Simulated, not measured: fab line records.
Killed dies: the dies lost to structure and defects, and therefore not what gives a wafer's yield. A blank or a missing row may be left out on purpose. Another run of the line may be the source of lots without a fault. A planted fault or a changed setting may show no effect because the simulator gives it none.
fab line records	flow nandHarc
record: lots: 6	wafers: 18	lastDay: 33
route steps=1302 shown A_BLC@1120 END@1302
lots untouched by any fault: they come from a run of this same line in which no faults occurred
startH: hours from the record's opening day to when the first of the lot's shown wafers began	waitH: how many hours have passed since the lot's step before this one	" the same as in the row above	L1.1+2: several wafers, shown together as one row	- no value present, or no start provided	* or withheld: withheld	< > ~ a bound
route shown NAME@n: NAME is a module with steps in the file, n the number in the route of the first one	usual: the fault-free wafers' mean and standard deviation	same: alike in all rows	chamber/n: place in a boat	sites: each site's reading	_std_site: their standard deviation	_edge_site: the outer-site mean with the inner-site mean subtracted	radiusMm: how far each site lies from the wafer's centre	mask NAME#n: copy n	behind: the tool/chamber that last shaped the wafer	hold: why the lot was held/for how many hours/how that ended	device: transistor that didn't switch, given as n, p or np	end of line: tests of these same wafers at the route's end	a step with no rows: only its recipe	killed: at the first sort, the dies lost to defects and structure; wafer yield is something else	map: shows each die of a wafer: x if killed, . if not, _ if none is there
set.NAME: the run value of the setting; set.NAME@STEP: its run value at that earlier step	model.NAME: the simulator's own value behind a step, which no gauge read
lots seen at some steps along the route; tables by step, rows by wafer
services: when a tool's chamber went out of use (startH, in hours from the record's first day, below 0 if earlier), for how many hours, and the reason
== steps ==
step: NHARC_A_BLC_DESCUM_15
recipe: timeS: 3	o2FlowSccm: 200	arFlowSccm: 0	biasPowerW: 0	chemistry: O2
step: NHARC_A_BLC_ETCH_16
recipe: targetDepthA: 390	overEtchFrac: 0.3	timeS: 65	ionEnergyEv: 80	cf4FlowSccm: 150	arFlowSccm: 0	rfW: 300	biasW: 100	chemistry: CF4
usual: chamberPressureMTorr: 50.00/0.052	drypumpMotorCurrentA: 5.5/0.43	oesProductAu: 1.002/0.014	rfVppV: 151.4/1.2	showerheadPlenumPTorr: 1.79/0.079	throttleValvePct: 13.284/0.0093
lot.wafer	tool	chamber	startH	waitH	chamberPressureMTorr	drypumpMotorCurrentA	oesProductAu	rfHoursCounterH	rfVppV	showerheadPlenumPTorr	throttleValvePct
L602.2	rieDiel-11	2	537.44	0.1	50.15	6.1	0.987	6	153.4	1.85	13.286
L602.3	"	3	"	"	49.93	5.9	0.984	6	149.6	1.74	13.276
L602.1	"	1	"	"	50.00	6.1	0.985	6	151.8	1.88	13.293
L604.2	rieDiel-11	1	551.17	0.1	49.99	6.1	0.989	7	152.6	1.88	13.278
L604.1	"	3	"	"	49.99	6.0	1.007	7	151.0	1.74	13.279
L604.6	"	2	"	"	49.94	6.1	0.989	-	151.6	1.85	13.285
L612.1	rieDiel-11	2	618.89	0.1	49.96	6.1	1.000	0	152.0	1.85	13.270
L612.2	"	3	"	"	49.96	6.0	1.010	0	150.9	1.74	13.287
L612.6	"	2	"	"	49.92	6.1	1.002	-	152.2	1.85	13.265
L614.4	rieDiel-11	1	626.69	0.1	50.06	6.1	0.969	1	152.5	1.88	13.279
L614.3	"	2	"	"	49.94	6.1	0.998	1	151.5	1.85	13.281
L614.6	"	1	"	"	50.06	6.1	0.981	-	152.1	1.88	13.275
L619.3	rieDiel-11	3	687.62	0.1	49.99	6.0	0.996	5	150.2	1.74	13.285
L619.1	"	0	"	"	49.96	5.4	1.015	4	148.9	1.71	13.292
L619.5	"	1	"	"	49.92	6.1	0.974	-	152.8	1.88	13.287
L623.1	rieDiel-09	3	739.20	0.1	50.01	5.4	1.015	6	152.8	1.87	13.275
L623.5	"	1	"	"	49.92	4.9	1.005	-	152.6	1.86	13.294
L623.6	"	2	"	"	50.04	5.3	1.010	-	149.7	1.68	13.286
step: NHARC_A_BLC_ETCH_17
recipe: targetDepthA: 3900	overEtchFrac: 0.25	timeS: 609.38	ionEnergyEv: 200	n2FlowSccm: 150	h2FlowSccm: 150	arFlowSccm: 0	rfW: 400	biasW: 150	chemistry: N2/H2
usual: chamberPressureMTorr: 30.002/0.029	drypumpMotorCurrentA: 5.5/0.42	oesProductAu: 1.001/0.014	rfVppV: 431.2/2.8	showerheadPlenumPTorr: 2.06/0.1	throttleValvePct: 14.173/0.0095
lot.wafer	tool	chamber	startH	waitH	chamberPressureMTorr	drypumpMotorCurrentA	oesProductAu	rfHoursCounterH	rfVppV	showerheadPlenumPTorr	throttleValvePct
L602.1	rieDiel-11	1	-	-	29.991	6.1	0.979	6	434.7	2.18	14.188
L602.2	"	2	"	"	29.998	6.1	0.995	7	434.0	2.15	14.181
L602.3	"	0	"	"	30.023	5.3	1.018	6	430.4	1.97	14.172
L604.1	rieDiel-11	1	-	-	30.014	6.1	0.981	7	432.9	2.18	14.173
L604.2	"	3	"	"	29.977	6.0	0.995	7	429.7	2.01	14.161
L604.6	"	1	"	"	30.047	6.1	0.975	-	433.5	2.18	14.160
L612.2	rieDiel-11	2	-	-	30.018	6.1	0.988	0	434.0	2.14	14.191
L612.1	"	3	"	"	29.977	6.0	1.004	0	428.4	2.00	14.174
L612.6	"	3	"	"	29.990	6.0	1.000	-	428.5	2.00	14.166
L614.3	rieDiel-11	2	-	-	30.004	6.1	0.995	1	433.4	2.14	14.189
L614.4	"	3	"	"	30.035	6.0	1.007	1	429.3	2.00	14.169
L614.6	"	0	"	"	29.982	5.4	1.021	-	429.0	1.97	14.160
L619.3	rieDiel-11	2	-	-	30.002	6.1	0.996	5	431.7	2.14	14.170
L619.1	"	3	"	"	30.036	5.9	0.999	5	429.9	2.00	14.162
L619.5	"	1	"	"	29.996	6.1	0.975	-	435.0	2.18	14.168
L623.1	rieDiel-09	1	-	-	30.012	4.9	1.000	6	433.8	2.16	14.176
L623.5	"	0	"	"	30.001	5.3	0.995	-	427.1	1.96	14.159
L623.6	"	1	"	"	29.938	4.9	0.992	-	434.0	2.16	14.176
step: NHARC_A_BLC_ETCH_18
recipe: targetDepthA: 9100	c4f8FlowSccm: 20	o2FlowSccm: 10	arFlowSccm: withheld	rfW: 600	biasW: 1500	chemistry: C4F8/O2/Ar
step: NHARC_A_BLC_CD_MEAS_19
usual: cdNm: 99/3.3
lot.wafer	tool	chamber	startH	waitH	cdNm
L602.1	cdSem-03	-	538.32	-	96
L602.2	"	-	"	"	100
L602.3	"	-	"	"	103
L604.1	cdSem-01	-	552.04	-	99
L604.2	"	-	"	"	100
L604.6	"	-	"	"	98
L612.1	cdSem-02	-	619.77	-	101
L612.2	"	-	"	"	99
L612.6	"	-	"	"	99
L614.3	cdSem-03	-	627.57	-	98
L614.4	"	-	"	"	98
L614.6	"	-	"	"	101
L619.1	cdSem-02	-	688.49	-	98
L619.3	"	-	"	"	98
L619.5	"	-	"	"	101
L623.1	cdSem-01	-	740.08	-	96
L623.5	"	-	"	"	102
L623.6	"	-	"	"	97
step: NHARC_A_BLC_STRIP_29
recipe: cf4FlowSccm: 150	arFlowSccm: 0	biasW: 0	chemistry: CF4
usual: chamberPressureMTorr: 50.00/0.048	drypumpMotorCurrentA: 5.5/0.43	oesProductAu: 1.000/0.016	rfVppV: 59.5/0.89	showerheadPlenumPTorr: 1.78/0.078	throttleValvePct: 13.285/0.0094
lot.wafer	tool	chamber	startH	waitH	chamberPressureMTorr	drypumpMotorCurrentA	oesProductAu	rfHoursCounterH	rfVppV	showerheadPlenumPTorr	throttleValvePct
L602.3	rieDiel-09	2	538.41	0.1	50.14	5.3	1.006	2	59.7	1.69	13.291
L602.2	"	3	"	"	50.01	5.4	1.017	2	60.3	1.87	13.280
L602.1	"	0	"	"	49.98	5.3	1.033	2	60.4	1.71	13.288
L604.2	rieDiel-09	3	552.12	0.1	49.97	5.4	1.011	4	59.0	1.87	13.269
L604.1	"	0	"	"	50.01	5.3	1.010	4	59.9	1.71	13.300
L604.6	"	0	"	"	49.99	5.3	1.025	-	61.2	1.71	13.290
L612.2	rieDiel-09	1	619.86	0.1	49.95	4.9	0.985	9	58.8	1.86	13.290
L612.1	"	3	"	"	50.06	5.4	1.017	9	59.0	1.87	13.269
L612.6	"	0	"	"	49.87	5.3	1.010	-	59.8	1.71	13.283
L614.4	rieDiel-11	2	627.65	0.1	50.01	6.1	0.994	1	58.4	1.85	13.280
L614.3	"	3	"	"	49.97	6.0	0.999	1	59.4	1.74	13.285
L614.6	"	1	"	"	50.03	6.1	0.968	-	61.0	1.88	13.288
L619.3	rieDiel-09	2	688.57	0.1	49.99	5.3	1.006	1	58.5	1.68	13.275
L619.1	"	3	"	"	50.00	5.4	1.000	1	59.7	1.87	13.292
L619.5	"	2	"	"	49.98	5.3	1.007	-	58.9	1.68	13.299
L623.1	rieDiel-11	1	740.17	0.1	50.08	6.1	0.972	7	59.0	1.88	13.285
L623.5	"	3	"	"	49.99	6.0	1.000	-	59.0	1.74	13.265
L623.6	"	0	"	"	49.92	5.3	1.012	-	59.4	1.71	13.287
step: NHARC_A_BLC_STRIP_21
recipe: o2FlowSccm: 500	arFlowSccm: 0	biasW: 0	chemistry: O2
usual: chamberPressureMTorr: 60.00/0.056	drypumpMotorCurrentA: 5.6/0.44	oesProductAu: 1.001/0.016	rfVppV: 58.0/0.89	showerheadPlenumPTorr: 3.56/0.16	throttleValvePct: 17.036/0.0092
lot.wafer	tool	chamber	startH	waitH	chamberPressureMTorr	drypumpMotorCurrentA	oesProductAu	rfHoursCounterH	rfVppV	showerheadPlenumPTorr	throttleValvePct
L602.1	rieDiel-09	1	538.51	0.1	59.97	4.9	0.977	2	56.3	3.72	17.039
L602.3	"	2	"	"	59.97	5.3	1.004	2	57.4	3.37	17.035
L602.2	"	3	"	"	60.11	5.4	1.020	2	57.3	3.73	17.043
L604.1	rieDiel-09	2	552.22	0.1	60.07	5.3	1.021	4	56.2	3.36	17.026
L604.2	"	3	"	"	59.93	5.4	1.028	4	57.8	3.73	17.038
L604.6	"	2	"	"	59.97	5.3	1.018	-	58.2	3.36	17.040
L612.1	rieDiel-09	2	619.96	0.1	59.95	5.3	1.006	9	57.9	3.36	17.040
L612.2	"	3	"	"	60.06	5.4	1.019	9	58.4	3.73	17.041
L612.6	"	1	"	"	59.92	4.9	0.980	-	57.3	3.72	17.057
L614.3	rieDiel-11	1	627.77	0.1	59.99	6.1	0.963	1	58.6	3.75	17.027
L614.4	"	2	"	"	59.96	6.1	0.994	1	58.9	3.69	17.047
L614.6	"	3	"	"	60.04	6.0	0.991	-	56.6	3.47	17.031
L619.3	rieDiel-09	0	688.67	0.1	60.03	5.4	1.014	1	57.1	3.41	17.031
L619.1	"	3	"	"	60.08	5.4	0.999	1	58.8	3.73	17.019
L619.5	"	0	"	"	59.97	5.3	1.008	-	58.9	3.41	17.049
L623.1	rieDiel-11	0	740.27	0.1	59.98	5.4	1.021	7	56.2	3.41	17.026
L623.6	"	3	"	"	60.04	6.0	0.990	-	57.6	3.47	17.045
L623.5	"	0	"	"	60.05	5.4	1.005	-	57.6	3.41	17.049
step: NHARC_A_BLC_STRIP_22
recipe: timeS: 600	tempC: 30	chemistry: postEtchResidueRemover
step: NHARC_A_BLC_DEGAS_30
recipe: tempC: 300	timeS: 60
step: NHARC_A_BLC_PRE_CLEAN_31
recipe: timeS: 15	biasV: 250	gas: Ar
step: NHARC_A_BLC_PVD_32
recipe: targetThkA: 50	chamberPressurePa: 5	powerW: 5000	substrateTempC: 200	timeS: 17.7	material: Ti
step: NHARC_A_BLC_ALD_23
recipe: targetThkA: 30	pulseTimeS: 1	aldCycles: 150	tempC: 450	material: TiN
usual: heaterPowerW: 1124/98	precursorPulseHeightRel: 0.998/0.02
lot.wafer	tool	chamber	startH	waitH	heaterPowerW	precursorPulseHeightRel
L602.1	aldMetal-04	0	539.16	-	1147	1.001
L602.2	"	2	"	"	1009	1.016
L602.3	"	3	"	"	961	0.954
L604.1	aldMetal-04	2	552.89	-	1024	0.985
L604.2	"	1	"	"	1042	1.006
L604.6	"	2	"	"	987	0.992
L612.2	aldMetal-01	1	620.61	-	1143	0.962
L612.1	"	3	"	"	1152	0.968
L612.6	"	1	"	"	1185	1.020
L614.3	aldMetal-03	2	628.43	-	1005	1.014
L614.4	"	3	"	"	1248	0.986
L614.6	"	1	"	"	1091	1.001
L619.1	aldMetal-01	0	689.34	-	1005	0.993
L619.3	"	2	"	"	1167	1.010
L619.5	"	1	"	"	1174	0.993
L623.1	aldMetal-01	1	740.95	-	1120	1.004
L623.5	"	1	"	"	1107	0.943
L623.6	"	2	"	"	1186	0.969
step: NHARC_A_BLC_CVD_24
recipe: targetThkA: 1500	tempC: 300	pressureTorr: 40	wf6FlowSccm: 40	h2FlowSccm: 1600	arFlowSccm: 1560	timeS: 434	material: W
usual: heaterPowerW: 483/53	throttleValvePct: 8.04/0.19
lot.wafer	tool	chamber	startH	waitH	heaterPowerW	throttleValvePct
L602.2	cvdW-01	1	539.37	-	426	7.97
L602.1	"	0	"	"	491	8.25
L602.3	"	1	"	"	423	8.17
L604.2	cvdW-02	0	553.72	-	537	8.11
L604.1	"	1	"	"	534	8.22
L604.6	"	0	"	"	556	8.05
L612.1	cvdW-01	0	620.81	-	500	8.14
L612.2	"	1	"	"	395	7.88
L612.6	"	1	"	"	404	7.55
L614.4	cvdW-01	1	628.76	-	406	7.62
L614.3	"	0	"	"	505	8.29
L614.6	"	0	"	"	491	8.36
L619.1	cvdW-02	0	689.54	-	527	8.01
L619.3	"	0	"	"	522	7.87
L619.5	"	0	"	"	535	7.86
L623.1	cvdW-01	1	741.16	-	432	7.90
L623.6	"	1	"	"	426	7.95
L623.5	"	0	"	"	483	8.17
step: NHARC_A_BLC_CMP_25
recipe: tOverpolishS: 30	targetThkNm: 150
usual: motorCurrentA: 12.6/1.2	overpolishRunS: 30.000/0.0097	slurryFlowMlMin: 150.0/0.47	timeToEndpointS: 29/3
lot.wafer	tool	chamber	startH	waitH	motorCurrentA	overpolishRunS	slurryFlowMlMin	timeToEndpointS
L602.1	cmp-03	2	539.90	0.4	12.6	30.005	149.9	25
L602.2	"	3	"	"	11.0	29.990	150.5	30
L602.3	"	0	"	"	12.4	29.994	150.3	24
L604.1	cmp-03	0	554.25	0.4	13.2	30.017	150.4	25
L604.2	"	3	"	"	11.6	30.010	150.5	28
L604.6	"	1	"	"	13.9	30.009	149.6	23
L612.2	cmp-01	2	621.34	0.4	11.3	29.996	150.3	27
L612.1	"	0	"	"	11.2	29.999	149.3	14
L612.6	"	3	"	"	12.5	30.006	150.2	29
L614.4	cmp-03	1	629.14	0.3	14.5	29.997	149.9	28
L614.3	"	2	"	"	13.6	30.004	149.5	18
L614.6	"	1	"	"	15.4	29.986	149.2	17
L619.3	cmp-01	2	690.07	0.3	11.5	29.993	150.5	28
L619.1	"	1	"	"	14.6	29.997	149.7	32
L619.5	"	3	"	"	11.7	29.985	150.0	32
L623.1	cmp-01	3	741.72	0.5	11.6	30.001	150.2	35
L623.6	"	2	"	"	11.9	29.992	149.4	29
L623.5	"	3	"	"	11.4	30.003	150.0	33
step: NHARC_END_SORT_01
recipe: tempC: 25
usual: killedAtArray: 52/16	killedAtOther: 0.8/0.98	killedAtPeriphery: 4.2/2.9	killedDies: 57/16	killedOpen: 3.3/1.9	killedShort: 2.5/1.5
same: grossDies: 677
lot.wafer	tool	chamber	startH	waitH	killedAtArray	killedAtOther	killedAtPeriphery	killedDies	killedOpen	killedShort
L602.1	prober-02	0	579.84	2.5	31	0	4	35	5	5
L602.2	prober-02	0	580.64	2.8	20	0	3	23	2	3
L602.3	prober-02	0	581.45	3.1	28	0	4	32	6	0
L614.3	prober-01	0	669.47	3.1	30	0	2	32	4	4
L614.4	prober-01	0	670.27	3.4	43	1	1	45	2	2
L614.6	prober-01	0	671.89	4.0	40	2	1	43	3	3
L619.1	prober-02	0	734.22	2.5	67	1	3	71	2	2
L619.3	prober-02	0	735.80	3.1	63	1	9	73	4	4
L619.5	prober-02	0	737.38	3.7	61	2	6	69	2	4
L623.1	prober-01	0	780.25	2.5	26	0	3	29	2	3
L623.5	prober-01	0	783.47	3.7	27	0	5	32	5	3
L623.6	prober-01	0	784.27	4.0	21	0	2	23	4	1
killed by level:class
L602.1 A_CHANNEL_HOLE_D2:chamberFilmFlake=18 P_GATE:chamberFilmFlake=3 A_STAIRCASE:chamberFilmFlake=2 P_M1:geometricParticle:open=1 A_CHANNEL_HOLE_D1:geometricParticle:short=1 A_CHANNEL_HOLE_D1:geometricParticle:open=1 A_CHANNEL_FILL_D1:geometricParticle:short=1 A_CHANNEL_FILL_D1:geometricParticle:open=1
L602.2 A_CHANNEL_HOLE_D2:chamberFilmFlake=15 P_CONTACT:geometricParticle:open=1 P_M0:geometricParticle:short=1 A_ONON_D1:geometricParticle:short=1 A_CHANNEL_FILL_D2:geometricParticle:short=1 A_CHANNEL_FILL_D2:geometricParticle:open=1 P_GATE:chamberFilmFlake=1 A_CHANNEL_HOLE_D1:chamberFilmFlake=1
L602.3 A_CHANNEL_HOLE_D2:chamberFilmFlake=15 A_CHANNEL_HOLE_D2:geometricParticle:open=3 P_GATE:chamberFilmFlake=3 A_CHANNEL_HOLE_D1:chamberFilmFlake=3 A_STAIRCASE:chamberFilmFlake=2 A_DECK1_JOINT:geometricParticle:open=1 A_CHANNEL_FILL_D2:geometricParticle:open=1 A_M0:geometricParticle:open=1
L614.3 A_CHANNEL_HOLE_D1:chamberFilmFlake=19 A_CHANNEL_FILL_D1:geometricParticle:short=3 P_CONTACT:geometricParticle:open=2 A_DECK1_JOINT:geometricParticle:short=1 A_CONTACT:geometricParticle:open=1 A_M1:geometricParticle:open=1 A_CHANNEL_FILL_D1:chamberFilmFlake=1 A_CHANNEL_HOLE_D2:chamberFilmFlake=1
L614.4 A_CHANNEL_HOLE_D1:chamberFilmFlake=31 A_BLC:chamberFilmFlake=4 P_CONTACT:geometricParticle:open=1 A_SOURCE_PLATE:geometricParticle:open=1 A_CHANNEL_HOLE_D1:geometricParticle:short=1 A_WL_FILL:geometricParticle:short=1 A_ZERO_WELL:chamberFilmFlake=1 A_STAIRCASE:chamberFilmFlake=1
L614.6 A_CHANNEL_HOLE_D1:chamberFilmFlake=30 A_DECK1_JOINT:chamberFilmFlake=2 A_CHANNEL_FILL_D2:chamberFilmFlake=2 THIN_TSV:chamberFilmFlake=2 P_M0:geometricParticle:short=1 A_ONON_D1:geometricParticle:open=1 A_CHANNEL_FILL_D1:geometricParticle:open=1 A_CHANNEL_FILL_D1:geometricParticle:short=1
L619.1 A_CHANNEL_HOLE_D2:chamberFilmFlake=35 A_SLIT:chamberFilmFlake=19 A_STAIRCASE:chamberFilmFlake=7 A_CHANNEL_HOLE_D1:chamberFilmFlake=2 A_CONTACT:chamberFilmFlake=2 P_M0:geometricParticle:open=1 A_DECK1_JOINT:geometricParticle:short=1 A_ONON_D2:geometricParticle:open=1
L619.3 A_SLIT:chamberFilmFlake=25 A_CHANNEL_HOLE_D2:chamberFilmFlake=21 A_CHANNEL_HOLE_D1:chamberFilmFlake=5 P_M2:chamberFilmFlake=3 A_STAIRCASE:chamberFilmFlake=3 P_STI:chamberFilmFlake=2 A_WL_FILL:chamberFilmFlake=2 A_CONTACT:chamberFilmFlake=2
L619.5 A_SLIT:chamberFilmFlake=22 A_CHANNEL_HOLE_D2:chamberFilmFlake=21 A_CHANNEL_HOLE_D1:chamberFilmFlake=8 A_CHANNEL_FILL_D2:geometricParticle:short=2 P_M2:chamberFilmFlake=2 A_STAIRCASE:chamberFilmFlake=2 A_CONTACT:chamberFilmFlake=2 THIN_TSV:chamberFilmFlake=2
L623.1 A_CONTACT:chamberFilmFlake=9 A_SLIT:chamberFilmFlake=5 A_ZERO_WELL:chamberFilmFlake=2 A_CHANNEL_HOLE_D2:chamberFilmFlake=2 A_STAIRCASE:chamberFilmFlake=2 P_CONTACT:geometricParticle:open=1 A_CHANNEL_FILL_D1:geometricParticle:short=1 A_DECK1_JOINT:geometricParticle:short=1
L623.5 A_CONTACT:chamberFilmFlake=12 P_M0:geometricParticle:open=4 A_CHANNEL_HOLE_D1:chamberFilmFlake=3 A_ONON_D1:geometricParticle:short=2 A_ZERO_WELL:chamberFilmFlake=2 A_SLIT:chamberFilmFlake=2 A_ONON_D1:geometricParticle:open=1 A_WL_FILL:geometricParticle:short=1
L623.6 A_CONTACT:chamberFilmFlake=4 A_STAIRCASE:chamberFilmFlake=4 A_SLIT:chamberFilmFlake=3 A_CHANNEL_FILL_D2:geometricParticle:open=2 A_CHANNEL_HOLE_D1:chamberFilmFlake=2 A_DECK1_JOINT:chamberFilmFlake=2 P_M0:geometricParticle:open=1 A_WL_FILL:geometricParticle:short=1
== services ==
tool	chamber	startH	hours	kind
aldMetal-01	1	520.28	4.5	repair
aldMetal-01	-	526.14	10.0	pm
cmp-01	-	532.99	0.2	repair
cmp-01	-	541.57	3.4	repair
cvdW-01	-	547.00	13.0	pm
cmp-03	-	548.08	1.1	repair
cmp-03	-	554.71	4.0	pm
cmp-01	-	580.24	4.0	pm
rieDiel-11	-	581.78	0.6	repair
rieDiel-11	2	584.17	9.8	repair
cmp-01	-	602.62	1.3	repair
rieDiel-11	-	609.53	9.0	pm
cmp-01	-	625.81	5.6	repair
cvdW-02	-	631.00	13.0	pm
cmp-01	-	636.66	2.2	repair
aldMetal-04	-	652.00	10.0	pm
cmp-03	-	652.71	4.0	pm
rieDiel-09	-	674.40	9.0	pm
cmp-01	-	678.33	4.0	pm
cmp-03	-	683.19	2.6	repair
aldMetal-01	-	704.14	10.0	pm
cmp-03	-	709.32	1.8	repair
cmp-03	-	726.41	2.6	repair
cvdW-01	-	728.00	13.0	pm
== key ==
firstSign: step: NHARC_A_BLC_CMP_25	reading: timeToEndpointS	direction: down	sigmas: 4.3	usual: *	struck: *
effect none on later readings
metAt NHARC_A_BLC_CVD_24
struckWafers L612.1,L614.3,L614.6
testerLeftOut L612,L614
onsetBetween 539.37 620.81
fault: kind: processParameterDrift	tool: cvdW-01	chamber: 0	onsetH: 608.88	steps: NHARC_A_BLC_CVD_24	channel: targetThkA	offset: *	shape: step	endH: 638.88	actsIn: *	stated: *
testerLeftOut: of these lots the tester's yield and bins aren't shown, on N5 and GAA mostly nor the transistor test; their killed dies are dies lost to structure and defects alone, not to doping, threshold or leakage, so they don't give the yield
